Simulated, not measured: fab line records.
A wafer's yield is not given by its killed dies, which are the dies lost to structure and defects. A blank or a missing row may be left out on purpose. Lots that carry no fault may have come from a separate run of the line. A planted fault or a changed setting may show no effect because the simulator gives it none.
Lot-split experiment :: flow n5Finfet :: 21 wafers read from 7 lots, route of 1938 steps

== ABOUT THE SPLIT ==
At N5_BEOL_M7_DESCUM_33 (chemistry O2, time 7 s), the setting timeS was moved away from the recipe's 7 s on 6 of the 21 wafers read, by -16.5% to +22.2%. For the rest of the wafers, this setting stayed at what the recipe calls for.

== FROM SPLIT TO READING: 1 step shown by the file between the two ==
- N5_BEOL_M7_ETCH_72: etches underlayer in N2/H2, target depth 6.5 nm, time 5.2 s

== THE READING ==
CAR-EUV_of_BEOL_M7_COAT_22.thkNm (the simulator's own value, which no gauge read), in nm, at N5_BEOL_M7_ETCH_65 (etches SiARC in CF4, target depth 15.6 nm, time 26 s). There is no usual value for it anywhere in the file. The 15 wafers here that ran the recipe average 11.2 nm, standard deviation 0.08 nm.

wafer: L080.2
tool, chamber at the split: rieDiel-02, 0,2
timeS as run, s: 7
against the recipe: recipe
CAR-EUV_of_BEOL_M7_COAT_22.thkNm, nm: 11.2
against lot-mates on the recipe: -

wafer: L080.3
tool, chamber at the split: rieDiel-02, 0,2
timeS as run, s: 7
against the recipe: recipe
CAR-EUV_of_BEOL_M7_COAT_22.thkNm, nm: 11.2
against lot-mates on the recipe: -

wafer: L080.6
tool, chamber at the split: rieDiel-02, 2
timeS as run, s: 6.028
against the recipe: -13.9%
CAR-EUV_of_BEOL_M7_COAT_22.thkNm, nm: 11.6
against lot-mates on the recipe: +0.4

wafer: L074.2
tool, chamber at the split: rieDiel-06, 3,1,1
timeS as run, s: 7
against the recipe: recipe
CAR-EUV_of_BEOL_M7_COAT_22.thkNm, nm: 11.2
against lot-mates on the recipe: -

wafer: L074.4
tool, chamber at the split: rieDiel-06, 3,1,1
timeS as run, s: 7
against the recipe: recipe
CAR-EUV_of_BEOL_M7_COAT_22.thkNm, nm: 11
against lot-mates on the recipe: -

wafer: L074.5
tool, chamber at the split: rieDiel-06, 3,1,1
timeS as run, s: 7
against the recipe: recipe
CAR-EUV_of_BEOL_M7_COAT_22.thkNm, nm: 11
against lot-mates on the recipe: -

wafer: L083.2
tool, chamber at the split: rieDiel-04, 2,0
timeS as run, s: 7
against the recipe: recipe
CAR-EUV_of_BEOL_M7_COAT_22.thkNm, nm: 11.2
against lot-mates on the recipe: -

wafer: L083.5
tool, chamber at the split: rieDiel-04, 2,0
timeS as run, s: 7
against the recipe: recipe
CAR-EUV_of_BEOL_M7_COAT_22.thkNm, nm: 11.2
against lot-mates on the recipe: -

wafer: L083.6
tool, chamber at the split: rieDiel-04, 2
timeS as run, s: 7
against the recipe: recipe
CAR-EUV_of_BEOL_M7_COAT_22.thkNm, nm: 11.2
against lot-mates on the recipe: -

wafer: L084.1
tool, chamber at the split: rieDiel-04, 2
timeS as run, s: 7
against the recipe: recipe
CAR-EUV_of_BEOL_M7_COAT_22.thkNm, nm: 11.2
against lot-mates on the recipe: -

wafer: L084.2
tool, chamber at the split: rieDiel-04, 0
timeS as run, s: 5.847
against the recipe: -16.5%
CAR-EUV_of_BEOL_M7_COAT_22.thkNm, nm: 11.8
against lot-mates on the recipe: +0.7

wafer: L084.3
tool, chamber at the split: rieDiel-04, 3
timeS as run, s: 7
against the recipe: recipe
CAR-EUV_of_BEOL_M7_COAT_22.thkNm, nm: 11
against lot-mates on the recipe: -

wafer: L087.2
tool, chamber at the split: rieDiel-06, 0
timeS as run, s: 8.551
against the recipe: +22.2%
CAR-EUV_of_BEOL_M7_COAT_22.thkNm, nm: 10.4
against lot-mates on the recipe: -0.8

wafer: L087.4
tool, chamber at the split: rieDiel-06, 2
timeS as run, s: 7
against the recipe: recipe
CAR-EUV_of_BEOL_M7_COAT_22.thkNm, nm: 11.2
against lot-mates on the recipe: -

wafer: L087.5
tool, chamber at the split: rieDiel-06, 2
timeS as run, s: 7
against the recipe: recipe
CAR-EUV_of_BEOL_M7_COAT_22.thkNm, nm: 11.2
against lot-mates on the recipe: -

wafer: L092.2
tool, chamber at the split: rieDiel-02, 1
timeS as run, s: 7
against the recipe: recipe
CAR-EUV_of_BEOL_M7_COAT_22.thkNm, nm: 11.2
against lot-mates on the recipe: -

wafer: L092.4
tool, chamber at the split: rieDiel-02, 2
timeS as run, s: 8.264
against the recipe: +18.1%
CAR-EUV_of_BEOL_M7_COAT_22.thkNm, nm: 10.4
against lot-mates on the recipe: -0.8

wafer: L092.6
tool, chamber at the split: rieDiel-02, 2
timeS as run, s: 8.264
against the recipe: +18.1%
CAR-EUV_of_BEOL_M7_COAT_22.thkNm, nm: 10.4
against lot-mates on the recipe: -0.8

wafer: L094.1
tool, chamber at the split: rieDiel-04, 1,2
timeS as run, s: 7
against the recipe: recipe
CAR-EUV_of_BEOL_M7_COAT_22.thkNm, nm: 11.2
against lot-mates on the recipe: -

wafer: L094.5
tool, chamber at the split: rieDiel-04, 1,2
timeS as run, s: 7
against the recipe: recipe
CAR-EUV_of_BEOL_M7_COAT_22.thkNm, nm: 11.2
against lot-mates on the recipe: -

wafer: L094.4
tool, chamber at the split: rieDiel-04, 2
timeS as run, s: 7.744
against the recipe: +10.6%
CAR-EUV_of_BEOL_M7_COAT_22.thkNm, nm: 10.8
against lot-mates on the recipe: -0.4
Where a row lists several chambers, the file gives one row for several wafers and doesn't say which wafer went through which chamber.

FIT RESULTS
A straight line over all 21 wafers: CAR-EUV_of_BEOL_M7_COAT_22.thkNm changes by -0.0375 nm for each +1% of timeS; r = -0.97; the points scatter about the line by 0.08 nm.
The same after taking each lot's own level away (the mean of its wafers on the recipe; 21 wafers): -0.0393 nm for each +1%; r = -0.98; scatter 0.069 nm.
The reading moves by 0.87 nm for the largest change in timeS, on that fit.
The lots' own levels span 11.07 to 11.20 nm, that is 1.7 times the standard deviation above.
The two slopes agree, so the slope changes little with the lot-to-lot level.
Check: for one of the wafers moved furthest among these (+22.2%), held out of the fit, the line's prediction against its lot-mates is -0.914 nm. It came out at -0.8 nm against them.

== THESE WAFERS: OTHER SPLITS ==
Before the reading, these wafers also passed through other splits. Each is held against what the fit with the lots' levels taken away leaves over:
other split on the same wafers: N5_BEOL_M2_ETCH_69 biasW
wafers away from the commonest value: 7
r with CAR-EUV_of_BEOL_M7_COAT_22.thkNm (lot level and that fit taken away): -0.16

other split on the same wafers: N5_BEOL_M2_ETCH_70 sourceW
wafers away from the commonest value: 6
r with CAR-EUV_of_BEOL_M7_COAT_22.thkNm (lot level and that fit taken away): +0.27

other split on the same wafers: N5_BEOL_M3_ETCH_70 timeS
wafers away from the commonest value: 6
r with CAR-EUV_of_BEOL_M7_COAT_22.thkNm (lot level and that fit taken away): -0.15

other split on the same wafers: N5_BEOL_M3_TRENCH_ETCH_37 timeS
wafers away from the commonest value: 7
r with CAR-EUV_of_BEOL_M7_COAT_22.thkNm (lot level and that fit taken away): -0.10

other split on the same wafers: N5_BEOL_M5_COAT_66 spinRpm
wafers away from the commonest value: 6
r with CAR-EUV_of_BEOL_M7_COAT_22.thkNm (lot level and that fit taken away): -0.18

other split on the same wafers: N5_BEOL_M5_COAT_22 spinRpm
wafers away from the commonest value: 3
r with CAR-EUV_of_BEOL_M7_COAT_22.thkNm (lot level and that fit taken away): +0.03

== THE WHOLE CHAIN: every reading that the file lists as answering this split, in the file's order ==
step: N5_BEOL_M7_DESCUM_33
what it does: chemistry O2, time 7 s
reading: CAR-EUV_of_BEOL_M7_COAT_22.thkNm (the simulator's own value, which no gauge read)
change (the file's fit): -0.0366 nm for each +1% of the setting
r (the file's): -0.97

step: N5_BEOL_M7_ETCH_72
what it does: etches underlayer in N2/H2, target depth 6.5 nm, time 5.2 s
reading: CAR-EUV_of_BEOL_M7_COAT_22.thkNm (the simulator's own value, which no gauge read)
change (the file's fit): -0.0364 nm for each +1% of the setting
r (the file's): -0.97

step: N5_BEOL_M7_ETCH_65
what it does: etches SiARC in CF4, target depth 15.6 nm, time 26 s
reading: CAR-EUV_of_BEOL_M7_COAT_22.thkNm (the simulator's own value, which no gauge read)
change (the file's fit): -0.0384 nm for each +1% of the setting
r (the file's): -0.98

== FILE'S OWN FIT ==
CAR-EUV_of_BEOL_M7_COAT_22.thkNm changes by -0.0384 nm for each +1% of timeS, r = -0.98.
